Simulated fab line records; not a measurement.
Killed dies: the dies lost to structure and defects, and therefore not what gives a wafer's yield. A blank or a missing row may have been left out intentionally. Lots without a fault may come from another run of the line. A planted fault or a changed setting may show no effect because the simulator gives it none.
Comparing a struck lot with a sound one + flow n5-finfet + 40 out of 1938 route steps
Sound: wafers L892.1, L892.2, L892.6. Wafers L903.1, L903.3, L903.4 were the ones struck. At the end, the cause is stated.
At each step with rows: each side's tool, then ch and its chambers, then its first start. Under that, the readings that differ: sound wafers + struck wafers + difference of the means + sigmas: that difference in standard deviations of wafers without a fault.
alike: readings with means less than 2 such deviations apart, plus words and numbers identical on both sides. not compared: withheld readings, readings lacking a value on some wafer, bounds such as >300 that could conceal the same value, and numbers that have no deviation in the record and whose values overlap.
Wherever a step has rows on one side only, a row that says differs or no value, or a row with sigmas, the two part there. Numbers that have no deviation but don't overlap get no sigmas and don't part them. Lack of a reading on every wafer of one side parts them only where that side has two or more wafers.

first, 12 steps without rows for these wafers: N5_HKMG_FIN_ETCH_54 (etches SiARC in CF4, target depth 45.5 nm, time 75.8 s); N5_HKMG_FIN_ETCH_55 (etches SOC in N2/H2, target depth 240 nm, time 300 s); N5_HKMG_FIN_STRIP_56 (strips in N2/H2); N5_HKMG_FIN_STRIP_57 (strips in CF4); N5_HKMG_FIN_ETCH_58 (etches SOC in N2/H2, target depth 215.8 nm, time 741 s); N5_HKMG_FIN_STRIP_93 (strips SOC in N2/H2, time 20 s); N5_HKMG_FIN_WET_ETCH_76 (etches Al2O3 in dNH4OH, stops on La2O3, target depth 2.25 nm, rinse time 30 s); N5_HKMG_FIN_STRIP_60 (strips in N2/H2, time 360 s); N5_HKMG_FIN_WET_ETCH_77 (etches La2O3 in dHCl, stops on HfO2, target depth 2 nm); N5_HKMG_FIN_WET_ETCH_78 (etches Al2O3 in dNH4OH, stops on La2O3, target depth 4.5 nm, rinse time 30 s); N5_HKMG_FIN_ALD_79 (deposits TiN, target thk 1.5 nm, pulse time 1 s, purge time 3 s); N5_HKMG_FIN_CVD_62 (deposits a-Si from Si2H6, target thk 3 nm, time 20.8 s).
N5_HKMG_FIN_RTA_80: time 2 s.
  sound on rtp-anneal-02 ch 0, day 6 11:44; struck on rtp-anneal-02 ch 0, day 9 08:33
then, 25 steps without rows for these wafers: N5_HKMG_FIN_PRECLEAN_64 (cleans in dHF, time 30 s); N5_HKMG_FIN_WET_ETCH_65 (etches a-Si in TMAH, stops on TiN, time 49 s, target depth 3 nm); N5_HKMG_FIN_WET_ETCH_81 (etches TiN in SC1, stops on HfO2, time 57 s, target depth 6 nm); N5_HKMG_FIN_WET_ETCH_82 (etches La2O3 in dHCl, stops on HfO2, target depth 2 nm, rinse time 30 s); N5_HKMG_FIN_ALD_36 (deposits TiN, target thk 1 nm, pulse time 1 s, purge time 3 s); N5_HKMG_FIN_PWFM_ALD_03 (deposits TiN, target thk 2 nm, pulse time 1 s, purge time 3 s); N5_HKMG_FIN_COAT_29 (time 60 s, resist thk 300 nm); N5_HKMG_FIN_COAT_30 (time 60 s, resist thk 35 nm); N5_HKMG_FIN_COAT_06 (resist thk 90 nm); N5_HKMG_FIN_EBR_08; N5_HKMG_FIN_SOFTBAKE_07 (time 60 s); N5_HKMG_FIN_EXPOSE_09 (exposes mask NWFM); N5_HKMG_FIN_PEB_10 (peb time 60 s); N5_HKMG_FIN_DEVELOP_11 (develop time 30 s); N5_HKMG_FIN_DESCUM_17 (chemistry O2, time 7.9 s); N5_HKMG_FIN_ETCH_31 (etches SiARC in CF4, target depth 45.5 nm, time 75.8 s); N5_HKMG_FIN_ETCH_32 (etches SOC in N2/H2, target depth 240 nm, time 300 s); N5_HKMG_FIN_STRIP_33 (strips in N2/H2); N5_HKMG_FIN_STRIP_34 (strips in CF4); N5_HKMG_FIN_ETCH_35 (etches SOC in N2/H2, target depth 215.8 nm, time 243.4 s); N5_HKMG_FIN_STRIP_92 (strips SOC in N2/H2, time 20 s); N5_HKMG_FIN_WET_ETCH_18 (etches TiN in SC1, time 55 s, target depth 5.2 nm, rinse time 30 s); N5_HKMG_FIN_STRIP_19 (strips in N2/H2, time 360 s); N5_HKMG_FIN_ALD_91 (deposits TiN, target thk 1 nm, pulse time 1 s, purge time 3 s); N5_HKMG_FIN_COAT_85 (time 60 s, resist thk 300 nm).
-- record jumps: 4 days separate the struck wafers' starts on either side; left off in module HKMG_FIN, taken up again in module BEOL_M4, whose first shown step is the route's number 1111 --
N5_BEOL_M4_RC_MEAS_101:
  sound on prober-01 ch 0, day 10 11:46; struck on prober-02 ch 0, day 13 18:03
| reading        | sound                | struck               | difference | sigmas |
|----------------|----------------------|----------------------|------------|--------|
| DIBL_P (mV/V)  | 40.3 36.4 40.8       | 37.1 33.1 34.6       | -4.2       | -2     |
| IOFF_P (nA/um) | 0.24 0.17 0.25       | 0.15 0.11 0.13       | -0.09      | -3     |
| ION_P (uA/um)  | 455 448 472          | 443 435 442          | -18        | -3     |
| VT_N_LVT (mV)  | 95 102 95            | 87 92 89             | -8         | -2     |
| VT_P (mV)      | -250 -257 -251       | -261 -264 -261       | -9         | -3     |
| VT_P_LONG (mV) | -278.6 -282.2 -279.5 | -286.6 -286.8 -285.6 | -6.2       | -2     |
  alike: DIBL_N, IOFF_N, IOFF_P_LONG, ION_N, SS_N, SS_P, VT_N
-- record jumps: 5 days separate the struck wafers' starts on either side; left off in module BEOL_M4, taken up again in module PASSIVATION, whose first shown step is the route's number 1936 --
N5_PASSIVATION_PROBE_49:
  sound: prober-02 at day 15 01:04; struck: prober-02 at day 18 09:14
| reading              | sound          | struck         | difference | sigmas |
|----------------------|----------------|----------------|------------|--------|
| sort_bin_8_speed (%) | 0 0 0          | 0 2.54 0.08    | +1         | +44    |
| sort-n-pass          | 1091 1116 1101 | 1081 1053 1078 | -32        | -2     |
| sort-yield-pct (%)   | 92.5 94.6 93.3 | 91.6 89.2 91.4 | -2.7       | -2     |
  alike: defect-limited-yield, killed_at_M0_to_M3, killed_at_M4_up, killed-at-contacts, killed-at-front-end, killed-at-other, killed-dies, killed-open, killed-short, sort_bin_5_function, sort_bin_6_memory

WHERE THEY PART
First at N5_BEOL_M4_RC_MEAS_101; last, within this record, at N5_PASSIVATION_PROBE_49.

WHY: whatever the simulator had introduced
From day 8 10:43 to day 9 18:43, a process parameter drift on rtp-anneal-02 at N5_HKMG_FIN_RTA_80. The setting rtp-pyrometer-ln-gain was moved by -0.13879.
